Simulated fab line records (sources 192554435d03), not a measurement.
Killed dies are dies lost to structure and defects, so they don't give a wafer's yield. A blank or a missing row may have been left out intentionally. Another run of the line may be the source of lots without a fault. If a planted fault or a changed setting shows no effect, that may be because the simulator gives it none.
Matching of chambers -- flow n5Finfet -- N5_GATE_CUT_STRIP_42 on rieDiel-06: 4 sister chambers
The step strips in O2. 14 wafers are shown with their chamber, then 7 later ones without.

## WAFERS, EACH WITH ITS CHAMBER
wafer,chamber,throttleValvePct (%),showerheadPlenumPTorr (Torr),drypumpMotorCurrentA (A)
L079.2,0,16.76,2.17,5.7
L079.4,0,16.77,2.17,5.7
L079.6,2,16.81,2.13,5.2
L081.3,2,16.80,2.12,5.2
L081.5,0,16.77,2.17,5.7
L081.6,3,16.67,2.15,5.8
L084.1,2,16.83,2.12,5.2
L084.3,0,16.78,2.17,5.8
L084.6,1,17.18,2.08,5.9
L085.1,2,16.83,2.12,5.2
L085.2,1,17.18,2.08,5.9
L085.3,0,16.78,2.17,5.8
L085.4,1,17.18,2.08,5.9
L085.5,2,16.82,2.12,5.2

SIGNATURES (means of the wafers above)
reading,chamber 0,chamber 1,chamber 2,chamber 3,scatter within a chamber
throttleValvePct,16.7720,17.1800,16.8180,16.6700,0.0098
showerheadPlenumPTorr,2.1700,2.0800,2.1220,2.1500,0.00283
drypumpMotorCurrentA,5.740,5.900,5.200,5.800,0.0346
Rule: a wafer lies at a distance from a chamber equal to the root of the sum of squares, over the readings, of (its reading less the chamber's mean, divided by the reading's scatter). If the next closest chamber is less than 2 further off than the closest, the wafer can't be placed; otherwise it belongs to the closest. The scatter: take each reading less its chamber's mean, square it, sum over the shown wafers, divide by the number of wafers less the number of chambers, and take the root.

## WAFERS MISSING THEIR CHAMBER
wafer,throttleValvePct (%),showerheadPlenumPTorr (Torr),drypumpMotorCurrentA (A)
L085.6,16.79,2.17,5.7
L087.2,16.78,2.17,5.8
L087.3,16.84,2.12,5.2
L087.6,17.21,2.08,5.9
L088.2,16.19,2.14,5.8
L088.4,16.86,2.12,5.2
L088.6,16.20,2.14,5.8

## THE CHAMBER EACH PASSED THROUGH
wafer,from the rows above,in truth
L085.6,0,0
L087.2,0,0
L087.3,2,2
L087.6,1,1
L088.2,3,3
L088.4,2,2
L088.6,3,3
7 of 7 placed correctly. From these rows, 0 cannot be placed. Placed wrongly: 0.
